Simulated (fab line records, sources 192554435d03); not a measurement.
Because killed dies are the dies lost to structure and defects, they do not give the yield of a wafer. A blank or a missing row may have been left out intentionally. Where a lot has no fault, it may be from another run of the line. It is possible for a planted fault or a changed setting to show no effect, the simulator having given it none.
Split-lot trial || flow n5 finfet || 21 wafers read across 7 lots, on a route 1938 steps long

== ON THE SPLIT ==
At N5_FIN_SAQP_SPACER1_ALD_24 (deposits SiO2, target thk 20.3 nm, pulse time 1 s, purge time 2 s), the setting ald cycles was moved away from the recipe's 218 on 6 of the 21 wafers read, by +9.2% to +16.1%. The other wafers ran this setting at the recipe's value.

== FROM THE SPLIT TO THE READING: what the file shows between them, 2 steps ==
- N5_FIN_SAQP_SPACER1_ETCHBACK_25: etches SiO2 in CHF3/O2, target depth 24.4 nm, time 12.2 s
- N5_FIN_SAQP_MANDREL1_REMOVE_56: chemistry HBr/Cl2/O2, target a-Si, stops on SiNx, bt time 10 s

== THE READING ==
cd nm (nm) at N5_FIN_SAQP_CD_MEAS_27, where the cd target is 20 nm. Typical for fault-free wafers on this fab line: 20.37 nm, with standard deviation 0.22 nm.

{"wafer": "L078.2", "tool, chamber at the split": "ald sin-02, 1", "ald cycles as run": 218, "against the recipe": "recipe", "cd nm, nm": 20.32, "against lot-mates on the recipe": "-"}
{"wafer": "L078.4", "tool, chamber at the split": "ald sin-02, 0,3", "ald cycles as run": 218, "against the recipe": "recipe", "cd nm, nm": 20.57, "against lot-mates on the recipe": "-"}
{"wafer": "L078.5", "tool, chamber at the split": "ald sin-02, 0,3", "ald cycles as run": 218, "against the recipe": "recipe", "cd nm, nm": 20.60, "against lot-mates on the recipe": "-"}
{"wafer": "L082.3", "tool, chamber at the split": "ald sin-04, 0,3,1", "ald cycles as run": 218, "against the recipe": "recipe", "cd nm, nm": 20.51, "against lot-mates on the recipe": "-"}
{"wafer": "L082.4", "tool, chamber at the split": "ald sin-04, 0,3,1", "ald cycles as run": 218, "against the recipe": "recipe", "cd nm, nm": 20.25, "against lot-mates on the recipe": "-"}
{"wafer": "L082.5", "tool, chamber at the split": "ald sin-04, 0,3,1", "ald cycles as run": 218, "against the recipe": "recipe", "cd nm, nm": 20.39, "against lot-mates on the recipe": "-"}
{"wafer": "L087.2", "tool, chamber at the split": "ald sin-02, 3", "ald cycles as run": 218, "against the recipe": "recipe", "cd nm, nm": 20.59, "against lot-mates on the recipe": "-"}
{"wafer": "L087.3", "tool, chamber at the split": "ald sin-02, 0", "ald cycles as run": 253, "against the recipe": "+16.1%", "cd nm, nm": 23.61, "against lot-mates on the recipe": "+3.16"}
{"wafer": "L087.6", "tool, chamber at the split": "ald sin-02, 1", "ald cycles as run": 218, "against the recipe": "recipe", "cd nm, nm": 20.30, "against lot-mates on the recipe": "-"}
{"wafer": "L088.1", "tool, chamber at the split": "ald sin-01, 1", "ald cycles as run": 218, "against the recipe": "recipe", "cd nm, nm": 20.42, "against lot-mates on the recipe": "-"}
{"wafer": "L088.2", "tool, chamber at the split": "ald sin-01, 3", "ald cycles as run": 218, "against the recipe": "recipe", "cd nm, nm": 20.75, "against lot-mates on the recipe": "-"}
{"wafer": "L088.3", "tool, chamber at the split": "ald sin-01, 0", "ald cycles as run": 238, "against the recipe": "+9.2%", "cd nm, nm": 22.36, "against lot-mates on the recipe": "+1.77"}
{"wafer": "L089.2", "tool, chamber at the split": "ald sin-01, 1", "ald cycles as run": 218, "against the recipe": "recipe", "cd nm, nm": 19.95, "against lot-mates on the recipe": "-"}
{"wafer": "L089.3", "tool, chamber at the split": "ald sin-01, 2", "ald cycles as run": 239, "against the recipe": "+9.6%", "cd nm, nm": 22.45, "against lot-mates on the recipe": "+2.16"}
{"wafer": "L089.5", "tool, chamber at the split": "ald sin-01, 1", "ald cycles as run": 218, "against the recipe": "recipe", "cd nm, nm": 20.62, "against lot-mates on the recipe": "-"}
{"wafer": "L092.1", "tool, chamber at the split": "ald sin-01, 3,0,0", "ald cycles as run": 252, "against the recipe": "+15.6%", "cd nm, nm": 23.59, "against lot-mates on the recipe": "no lot-mate on the recipe"}
{"wafer": "L092.2", "tool, chamber at the split": "ald sin-01, 3,0,0", "ald cycles as run": 252, "against the recipe": "+15.6%", "cd nm, nm": 23.46, "against lot-mates on the recipe": "no lot-mate on the recipe"}
{"wafer": "L092.5", "tool, chamber at the split": "ald sin-01, 3,0,0", "ald cycles as run": 252, "against the recipe": "+15.6%", "cd nm, nm": 23.71, "against lot-mates on the recipe": "no lot-mate on the recipe"}
{"wafer": "L095.1", "tool, chamber at the split": "ald sin-01, 0", "ald cycles as run": 218, "against the recipe": "recipe", "cd nm, nm": 20.52, "against lot-mates on the recipe": "-"}
{"wafer": "L095.4", "tool, chamber at the split": "ald sin-01, 2,3", "ald cycles as run": 218, "against the recipe": "recipe", "cd nm, nm": 20.52, "against lot-mates on the recipe": "-"}
{"wafer": "L095.6", "tool, chamber at the split": "ald sin-01, 2,3", "ald cycles as run": 218, "against the recipe": "recipe", "cd nm, nm": 20.46, "against lot-mates on the recipe": "-"}
Rows listing several chambers each stand for several wafers; the file does not say which wafer went through which chamber.

FIT RESULTS
A straight line over all 21 wafers: cd nm changes by +0.201 nm for each +1% of ald cycles; r = +0.99; the points scatter about the line by 0.17 nm.
The same after taking each lot's own level away (the mean of its wafers on the recipe; 18 wafers): +0.202 nm for each +1%; r = +0.98; scatter 0.17 nm.
The reading moves by 3.2 nm for the largest change in ald cycles, on that fit.
Measured against the standard deviation above, the lots' own levels, which go from 20.285 to 20.585 nm, span 1.4 times it.
So the lot-to-lot level changes the slope little: the two slopes agree.
Check: for one of the wafers moved furthest among these (+16.1%), held out of the fit, the line's prediction against its lot-mates is +3.37 nm. It came out at +3.16 nm against them.

== OTHER SPLITS ON THESE WAFERS ==
These wafers also went through other splits before the reading. Each is held against what the fit with the lots' levels taken away leaves over:
{"other split on the same wafers": "N5_WELL_APT_COAT_02 spin rpm", "wafers away from the commonest value": 4, "r with cd nm (lot level and that fit taken away)": -0.08}
{"other split on the same wafers": "N5_WELL_APT_PEB_06 peb time s", "wafers away from the commonest value": 10, "r with cd nm (lot level and that fit taken away)": "+0.16"}
{"other split on the same wafers": "N5_WELL_APT_DEVELOP_07 develop time s", "wafers away from the commonest value": 7, "r with cd nm (lot level and that fit taken away)": -0.11}

== THE WHOLE CHAIN: every reading that the file lists as answering this split, in the file's order ==
{"step": "N5_FIN_SAQP_SPACER1_ALD_24", "what it does": "deposits SiO2, target thk 20.3 nm, pulse time 1 s, purge time 2 s", "reading": "SiO2_of_FIN_SAQP_SPACER1_ALD_24.thk nm (the simulator's own value, which no gauge read)", "change (the file's fit)": "+0.199 nm for each +1% of the setting", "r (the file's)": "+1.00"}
{"step": "N5_FIN_SAQP_MANDREL1_REMOVE_56", "what it does": "chemistry HBr/Cl2/O2, target a-Si, stops on SiNx, bt time 10 s", "reading": "FIN_SAQP.cd nm (the simulator's own value, which no gauge read)", "change (the file's fit)": "+0.203 nm for each +1% of the setting", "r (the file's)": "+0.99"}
{"step": "N5_FIN_SAQP_CD_MEAS_27", "what it does": "target cd 20 nm", "reading": "cd nm", "change (the file's fit)": "+0.202 nm for each +1% of the setting", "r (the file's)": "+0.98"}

== THE FILE'S OWN FIT ==
cd nm changes by +0.202 nm for each +1% of ald cycles, r = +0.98.
